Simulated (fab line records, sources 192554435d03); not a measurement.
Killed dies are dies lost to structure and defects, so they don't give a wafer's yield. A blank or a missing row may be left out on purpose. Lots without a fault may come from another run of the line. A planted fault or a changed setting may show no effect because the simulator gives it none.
Chamber matching | flow n5_finfet | N5_BEOL_M9_STRIP_36 on rie_diel-06: 4 sister chambers
The step strips in N2/H2. 14 wafers are shown with their chamber, then 7 later ones without.

WAFERS WITH THEIR CHAMBER
wafer  | chamber | showerhead_plenum_p_Torr (Torr) | oes_product_au (a.u.) | drypump_motor_current_A (A)
L074.1 | 1       | 2.64                            | 0.73                  | 5.9
L074.2 | 0       | 2.51                            | 0.72                  | 5.9
L074.3 | 3       | 2.59                            | 0.88                  | 5.8
L076.2 | 0       | 2.51                            | 0.73                  | 5.8
L076.5 | 1       | 2.64                            | 0.73                  | 5.9
L076.6 | 0       | 2.51                            | 0.72                  | 5.8
L077.1 | 2       | 2.52                            | 0.69                  | 5.5
L077.2 | 0       | 2.51                            | 0.72                  | 5.8
L077.5 | 3       | 2.58                            | 0.89                  | 5.8
L078.2 | 2       | 2.52                            | 0.69                  | 5.5
L078.4 | 3       | 2.58                            | 0.89                  | 5.8
L078.6 | 1       | 2.64                            | 0.72                  | 5.9
L080.2 | 2       | 2.52                            | 0.69                  | 5.5
L080.3 | 3       | 2.58                            | 0.87                  | 5.8

SIGNATURES (means of the wafers above)
reading                  | chamber 0 | chamber 1 | chamber 2 | chamber 3 | scatter within a chamber
showerhead_plenum_p_Torr | 2.5100    | 2.6400    | 2.5200    | 2.5825    | 0.00274
oes_product_au           | 0.7225    | 0.7267    | 0.6900    | 0.8825    | 0.00645
drypump_motor_current_A  | 5.825     | 5.900     | 5.500     | 5.800     | 0.0274
Rule: a wafer's distance from a chamber is the root of the sum, over the readings, of the square of ((its reading less the chamber's mean) divided by the reading's scatter). The wafer belongs to the nearest chamber; if the next one is less than 2 further off, it can't be placed. The scatter: the root of (the sum of the squares of (reading less its chamber's mean) over the shown wafers, divided by (wafers less chambers)).

WAFERS WITHOUT THEIR CHAMBER
wafer  | showerhead_plenum_p_Torr (Torr) | oes_product_au (a.u.) | drypump_motor_current_A (A)
L080.6 | 2.58                            | 0.88                  | 5.8
L084.1 | 2.58                            | 0.86                  | 5.8
L084.2 | 2.51                            | 0.71                  | 5.8
L084.4 | 2.52                            | 0.68                  | 5.5
L095.2 | 2.51                            | 1.02                  | 5.5
L095.3 | 2.57                            | 0.84                  | 5.8
L095.5 | 2.50                            | 0.70                  | 5.8

WHICH CHAMBER EACH WENT THROUGH
wafer  | from the rows above | in truth
L080.6 | 3                   | 3
L084.1 | 3                   | 3
L084.2 | 0                   | 0
L084.4 | 2                   | 2
L095.2 | 3                   | 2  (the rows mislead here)
L095.3 | 3                   | 3
L095.5 | 0                   | 0
Placed correctly: 6 of 7. Can't be placed from these rows: 0. Placed wrongly: 1.
